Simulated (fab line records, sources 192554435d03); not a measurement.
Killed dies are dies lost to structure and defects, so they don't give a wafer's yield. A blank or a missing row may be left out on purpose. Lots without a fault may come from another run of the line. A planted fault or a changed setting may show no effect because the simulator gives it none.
Chamber matching | flow n5_finfet | N5_BEOL_M10_TRENCH_ETCH_37 on rie_diel-02: 4 sister chambers
The step etches SiCOH lowk in C4F6/O2, target depth 148.83 nm, time 48 s. 14 wafers are shown with their chamber, then 7 later ones without.

WAFERS WITH THEIR CHAMBER
wafer  | chamber | showerhead_plenum_p_Torr (Torr) | drypump_motor_current_A (A) | throttle_valve_pct (%)
L463.3 | 0       | 2.83                            | 5.3                         | 20.94
L463.4 | 3       | 2.93                            | 5.7                         | 20.55
L463.5 | 3       | 2.93                            | 5.7                         | 20.54
L464.2 | 0       | 2.83                            | 5.3                         | 20.95
L464.3 | 2       | 3.02                            | 5.9                         | 20.90
L464.5 | 2       | 3.02                            | 5.9                         | 20.91
L468.3 | 2       | 3.02                            | 5.9                         | 20.92
L468.4 | 3       | 2.92                            | 5.7                         | 20.55
L468.5 | 2       | 3.02                            | 5.9                         | 20.90
L473.3 | 3       | 2.92                            | 5.7                         | 20.57
L473.5 | 2       | 3.01                            | 6.0                         | 20.92
L473.6 | 1       | 2.73                            | 5.6                         | 20.94
L475.1 | 2       | 3.01                            | 5.9                         | 20.93
L475.4 | 3       | 2.92                            | 5.7                         | 20.58

SIGNATURES (means of the wafers above)
reading                  | chamber 0 | chamber 1 | chamber 2 | chamber 3 | scatter within a chamber
showerhead_plenum_p_Torr | 2.8300    | 2.7300    | 3.0167    | 2.9240    | 0.00503
drypump_motor_current_A  | 5.300     | 5.600     | 5.917     | 5.700     | 0.0289
throttle_valve_pct       | 20.9450   | 20.9400   | 20.9133   | 20.5580   | 0.0137
Rule: a wafer's distance from a chamber is the root of the sum, over the readings, of the square of ((its reading less the chamber's mean) divided by the reading's scatter). The wafer belongs to the nearest chamber; if the next one is less than 2 further off, it can't be placed. The scatter: the root of (the sum of the squares of (reading less its chamber's mean) over the shown wafers, divided by (wafers less chambers)).

WAFERS WITHOUT THEIR CHAMBER
wafer  | showerhead_plenum_p_Torr (Torr) | drypump_motor_current_A (A) | throttle_valve_pct (%)
L475.5 | 3.01                            | 5.9                         | 20.94
L478.1 | 2.91                            | 5.7                         | 20.61
L478.3 | 2.72                            | 5.7                         | 20.97
L478.5 | 2.72                            | 5.6                         | 20.97
L479.1 | 2.72                            | 5.7                         | 20.99
L479.2 | 2.91                            | 5.7                         | 20.60
L479.3 | 3.00                            | 5.9                         | 20.96

WHICH CHAMBER EACH WENT THROUGH
wafer  | from the rows above | in truth
L475.5 | 2                   | 2
L478.1 | 3                   | 3
L478.3 | 1                   | 1
L478.5 | 1                   | 1
L479.1 | 1                   | 1
L479.2 | 3                   | 3
L479.3 | 2                   | 2
Placed correctly: 7 of 7. Can't be placed from these rows: 0. Placed wrongly: 0.
